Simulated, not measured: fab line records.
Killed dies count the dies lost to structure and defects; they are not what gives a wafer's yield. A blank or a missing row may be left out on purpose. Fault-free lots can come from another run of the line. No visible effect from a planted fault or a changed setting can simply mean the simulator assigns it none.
Chamber matching / flow n5 finfet / N5_BEOL_M8_DESCUM_33 on rie diel-02 has 4 sister chambers
The step chemistry O2, time 7 s. 4 wafers are shown with their chamber, then 7 later ones without.

## WAFERS PAIRED WITH THEIR CHAMBERS
wafer=L079.4; chamber=2; showerhead plenum p Torr (Torr)=2.00
wafer=L081.6; chamber=0; showerhead plenum p Torr (Torr)=2.19
wafer=L088.3; chamber=3; showerhead plenum p Torr (Torr)=2.21
wafer=L088.4; chamber=1; showerhead plenum p Torr (Torr)=2.04

## WAFERS MISSING THEIR CHAMBER
wafer=L088.5; showerhead plenum p Torr (Torr)=2.18
wafer=L091.2; showerhead plenum p Torr (Torr)=2.21
wafer=L091.3; showerhead plenum p Torr (Torr)=2.03
wafer=L091.4; showerhead plenum p Torr (Torr)=1.98
wafer=L096.3; showerhead plenum p Torr (Torr)=2.20
wafer=L096.4; showerhead plenum p Torr (Torr)=2.18
wafer=L096.5; showerhead plenum p Torr (Torr)=2.20

## EACH ONE'S CHAMBER
wafer=L088.5; from the rows above=can't be placed: 0 or 3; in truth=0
wafer=L091.2; from the rows above=can't be placed: 3 or 0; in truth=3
wafer=L091.3; from the rows above=can't be placed: 1 or 2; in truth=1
wafer=L091.4; from the rows above=2; in truth=2
wafer=L096.3; from the rows above=can't be placed: 3 or 0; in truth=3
wafer=L096.4; from the rows above=can't be placed: 0 or 3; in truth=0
wafer=L096.5; from the rows above=can't be placed: 3 or 0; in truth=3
Placed correctly: 1 of 7. Can't be placed from these rows: 6 (the true chamber is among the candidates in 6). 0 placed wrongly.
How it was worked out, from the rows above alone: a wafer's distance from a chamber is the root of the sum, over the readings, of the square of ((its reading less the chamber's mean) divided by the reading's scatter). If the next closest chamber is less than 2 further off than the closest, the wafer can't be placed; otherwise it belongs to the closest. A chamber's mean is the mean of its shown wafers. The scatter (one wafer shown for each chamber): square how far every hidden wafer sits from the nearest shown wafer, average those squares and take the square root.
